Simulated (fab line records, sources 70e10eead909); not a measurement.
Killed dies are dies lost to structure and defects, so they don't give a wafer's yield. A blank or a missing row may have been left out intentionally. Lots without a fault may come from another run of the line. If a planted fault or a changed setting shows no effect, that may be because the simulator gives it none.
Chamber matching | flow nand-harc | NHARC_A_SLIT_DEP_25 on pecvd-03: 3 sister chambers
The step deposits SiO2, target thk 200 nm. 6 wafers are shown with their chamber, then 8 later ones without.

## WAFERS WITH THEIR CHAMBER
wafer  | chamber | heater-power-w (W) | throttle-valve-pct (%)
L951.2 | 2       | 565                | 15.7
L951.4 | 0       | 544                | 15.8
L956.4 | 1       | 518                | 15.4
L956.5 | 0       | 548                | 15.6
L956.6 | 2       | 578                | 15.9
L961.3 | 1       | 433                | 15.7

## WAFERS MISSING THEIR CHAMBER
wafer  | heater-power-w (W) | throttle-valve-pct (%)
L961.4 | 547                | 15.8
L961.5 | 453                | 15.9
L965.3 | 562                | 15.9
L965.4 | 581                | 15.7
L965.5 | 469                | 16.0
L968.2 | 516                | 15.8
L968.3 | 499                | 15.9
L968.6 | 503                | 15.8

## WHICH CHAMBER EACH ONE RAN IN
wafer  | from the rows above          | in truth
L961.4 | can't be placed: 0 or 2 or 1 | 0
L961.5 | can't be placed: 1 or 0 or 2 | 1
L965.3 | can't be placed: 2 or 0      | 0
L965.4 | can't be placed: 2 or 0      | 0
L965.5 | can't be placed: 1 or 0 or 2 | 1
L968.2 | can't be placed: 0 or 2 or 1 | 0
L968.3 | can't be placed: 0 or 2 or 1 | 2
L968.6 | can't be placed: 0 or 1 or 2 | 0
Correct placement for 0 of the 8. Cannot be placed on the basis of these rows: 8; the candidates contain the true chamber in 8. Placed wrongly: 0.
How it was worked out, from the rows above alone: a wafer's distance from a chamber is the root of the sum, over the readings, of the square of ((its reading less the chamber's mean) divided by the reading's scatter). The wafer belongs to the nearest chamber; if the next one is less than 2 further off, it can't be placed. For every chamber, the mean is computed from those of its wafers that are shown. How the scatter is found: for the shown wafers, subtract from each reading the mean of its chamber, square and add these, divide the total by (wafers less chambers), then take the root.
